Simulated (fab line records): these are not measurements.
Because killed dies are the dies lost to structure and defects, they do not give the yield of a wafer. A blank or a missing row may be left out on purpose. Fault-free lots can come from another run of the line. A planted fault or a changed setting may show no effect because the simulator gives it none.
Shared-tool check	flow nand_harc	11 lots, 33 wafers sampled

== WHY THIS WAS OPENED ==
Flagged at NHARC_END_SORT_01: reading sort_bin_2_pct, on 2 of 11 lots. Fault-free wafers read 1.5 %, with a standard deviation of 0.61.
Rule: a lot gets a flag if all its wafers with a number sit over 4 standard deviations from that mean, or if no wafer of it has a number. As for the other lots, they are considered sound.

lot	measured	on	sort_bin_2_pct (%), wafer by wafer	flag
L283	day 18 20:38	prober-02	0.9 1.5 1.0	
L284	day 20 00:34	prober-01	1.0 0.7 1.3	
L293	day 21 13:19	prober-01	98.5 97.6 97.5	FLAGGED
L290	day 21 13:20	prober-02	97.0 96.5 96.9	FLAGGED
L295	day 22 09:44	prober-02	1.6 2.1 1.0	
L296	day 22 09:46	prober-01	1.5 1.6 1.9	
L299	day 23 19:49	prober-02	1.3 1.0 1.3	
L302	day 24 03:51	prober-01	2.7 2.5 1.8	
L304	day 24 11:26	prober-02	2.4 1.3 1.2	
L303	day 24 13:43	prober-01	1.2 2.1 1.0	
L305	day 24 19:20	prober-02	1.6 3.0 2.4	
On average the flagged lots read 97.3 %, which is +95.8 % against the usual, or +99 or more standard deviations.

== WHICH TOOL RAN EACH LOT ==
Before the reading, the record contains 3 process steps out of a 1159-step route. Every cell lists first the tool, next ch and the chambers used by the sampled wafers, and last the start.
lot	flag	NHARC_A_M1_ETCH_35	NHARC_A_M1_PVD_21	NHARC_A_BONDPAD_DEP_00
L283		rie_diel-02 ch 0,1, day 17 09:19	pvd_sputter-03, day 17 12:08 or earlier	pecvd-03 ch 0,1,2, day 17 12:56
L284		rie_diel-06 ch 2,3, day 18 02:31	pvd_sputter-01, day 18 05:02 or earlier	pecvd-02 ch 0,1,2, day 18 05:46
L293	FLAGGED	rie_diel-08 ch 0,1,2, day 20 01:27	pvd_sputter-02, day 20 04:26 or earlier	pecvd-01 ch 0,2, day 20 05:11
L290	FLAGGED	rie_diel-06 ch 0,2, day 20 03:01	pvd_sputter-02, day 20 05:30 or earlier	pecvd-02 ch 0,2, day 20 06:14
L295		rie_diel-06 ch 0,1, day 20 21:10	pvd_sputter-03, day 20 23:39 or earlier	pecvd-02 ch 1,2, day 21 00:21
L296		rie_diel-02 ch 0,2,3, day 20 21:20	pvd_sputter-02, day 20 23:52 or earlier	pecvd-02 ch 0,1, day 21 00:41
L299		rie_diel-08 ch 0,3, day 22 05:50	pvd_sputter-03, day 22 08:20 or earlier	pecvd-02 ch 1,2, day 22 09:17
L302		rie_diel-08 ch 0,2,3, day 22 14:55	pvd_sputter-02, day 22 17:24 or earlier	pecvd-01 ch 0,2, day 22 18:16
L304		rie_diel-06 ch 1,3, day 22 23:52	pvd_sputter-01, day 23 02:22 or earlier	pecvd-02 ch 0,2, day 23 03:04
L303		rie_diel-02 ch 0,1,3, day 22 23:19	pvd_sputter-02, day 23 01:50 or earlier	pecvd-02 ch 1,2, day 23 02:32
L305		rie_diel-06 ch 1,2, day 23 04:20	pvd_sputter-03, day 23 07:03 or earlier	pecvd-02 ch 0,1, day 23 07:47
These steps, and what they do:
- NHARC_A_M1_ETCH_35: etches the open film in N2/H2, target depth 40 nm, overetch 12 nm, time 43.94 s.
- NHARC_A_M1_PVD_21: deposits Cu, target thk 30 nm, time 20.49 s.
- NHARC_A_BONDPAD_DEP_00: deposits SiCN, target thk 250 nm.
- NHARC_END_SORT_01

== FLAGGED OVER TOTAL, TOOL BY TOOL (the gauges that took the reading come last) ==
step	tool	lots run	flagged	share of the flagged lots	sound lots run after its first flagged lot
NHARC_A_M1_ETCH_35	rie_diel-02	3	0	none	-
NHARC_A_M1_ETCH_35	rie_diel-06	5	1	some	3 (L295,L304,L305)
NHARC_A_M1_ETCH_35	rie_diel-08	3	1	some	2 (L299,L302)
NHARC_A_M1_PVD_21	pvd_sputter-01	2	0	none	-
NHARC_A_M1_PVD_21	pvd_sputter-02	5	2	all	3 (L296,L302,L303)
NHARC_A_M1_PVD_21	pvd_sputter-03	4	0	none	-
NHARC_A_BONDPAD_DEP_00	pecvd-01	2	1	some	1 (L302)
NHARC_A_BONDPAD_DEP_00	pecvd-02	8	1	some	6 (L295,L296,L299,L303,L304,L305)
NHARC_A_BONDPAD_DEP_00	pecvd-03	1	0	none	-
NHARC_END_SORT_01	prober-01	5	1	some	3 (L296,L302,L303)
NHARC_END_SORT_01	prober-02	6	1	some	4 (L295,L299,L304,L305)
NHARC_A_M1_PVD_21 gives no start for some lots, so the hours and the order of its lots are those of NHARC_A_M1_INSPECT_27.

== WHAT THE TABLE ALLOWS ==
Rows of the table that ran each flagged lot: 1, that is pvd_sputter-02 at NHARC_A_M1_PVD_21.
- pvd_sputter-02 at NHARC_A_M1_PVD_21 ran 5 lots, 2 of them flagged. Lots that were sound ran on it after the first flagged one (L296, L302, L303); a persistent fault on the entire tool would not allow that.
Every row of the table either missed a flagged lot or ran a sound lot after the first.

== WHAT WAS PUT IN BY THE SIMULATOR ==
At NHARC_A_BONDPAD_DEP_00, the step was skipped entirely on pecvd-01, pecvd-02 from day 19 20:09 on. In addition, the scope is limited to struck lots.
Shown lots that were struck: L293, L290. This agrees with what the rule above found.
